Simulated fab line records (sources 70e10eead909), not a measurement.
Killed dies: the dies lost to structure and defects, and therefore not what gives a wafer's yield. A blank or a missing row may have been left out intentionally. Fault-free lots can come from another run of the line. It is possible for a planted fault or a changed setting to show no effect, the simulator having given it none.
Which tool did it? | flow nand-harc | Sampling: 6 lots, 18 wafers, 2 of 1159 route steps

## WHAT THE GAUGES READ, wafer by wafer
NHARC_A_ONON_D1_THK_MEAS_11: measures by ellipsometry.
lot  | measured     | on            | thk-nm (nm)
L723 | day 8 08:41  | film-metro-02 | 999 998 997
L724 | day 8 08:38  | film-metro-02 | 997 996 994
L725 | day 9 04:28  | film-metro-02 | 997 998 997
L730 | day 10 17:10 | film-metro-02 | 1675 998 1675
L738 | day 12 01:55 | film-metro-01 | 1006 1004 1004
L743 | day 13 22:53 | film-metro-02 | 994 992 995

## WHAT TOOL EACH LOT RAN ON (gives the tool, then ch and the chambers of the sampled wafers, and finally the start)
lot  | NHARC_A_ONON_D1_DEP_09
L723 | pecvd-onon-04 ch 0, day 8 08:21
L724 | pecvd-onon-02 ch 0, day 8 08:08
L725 | pecvd-onon-04 ch 0, day 9 04:00
L730 | pecvd-onon-02 ch 0, day 10 16:39
L738 | pecvd-onon-04 ch 0, day 12 01:25
L743 | pecvd-onon-02 ch 0, day 13 22:22
- NHARC_A_ONON_D1_DEP_09: target thk 1000 nm.

## THE ANSWER, worked out from the rows above alone
Rule: usual is defined by the lots themselves. The widest of any qualifying gaps counts: lots, ordered by their means at a reading, are off when they make up no more than a third of the lots, leave a main group of 4 or more, and stand apart from it by 3 or more times the standard deviation of that group's means. Not used: any main group whose means are identical at the precision the tables above print for the reading. Also off: a lot with no number at a reading for which 4 or more lots have one. All remaining lots with rows at the step are treated as sound.
Off: L730 (NHARC_A_ONON_D1_THK_MEAS_11, thk-nm). Mean 998 nm and standard deviation 3.7 in the main group.
If a tool, at a process step before that reading, ran all the lots that are off and no sound lot after the first of them, it fits. Gauges at NHARC_A_ONON_D1_THK_MEAS_11: tried the same way as those tools. No candidate that was tried fits.

## WHAT HAD BEEN PUT IN BY THE SIMULATOR
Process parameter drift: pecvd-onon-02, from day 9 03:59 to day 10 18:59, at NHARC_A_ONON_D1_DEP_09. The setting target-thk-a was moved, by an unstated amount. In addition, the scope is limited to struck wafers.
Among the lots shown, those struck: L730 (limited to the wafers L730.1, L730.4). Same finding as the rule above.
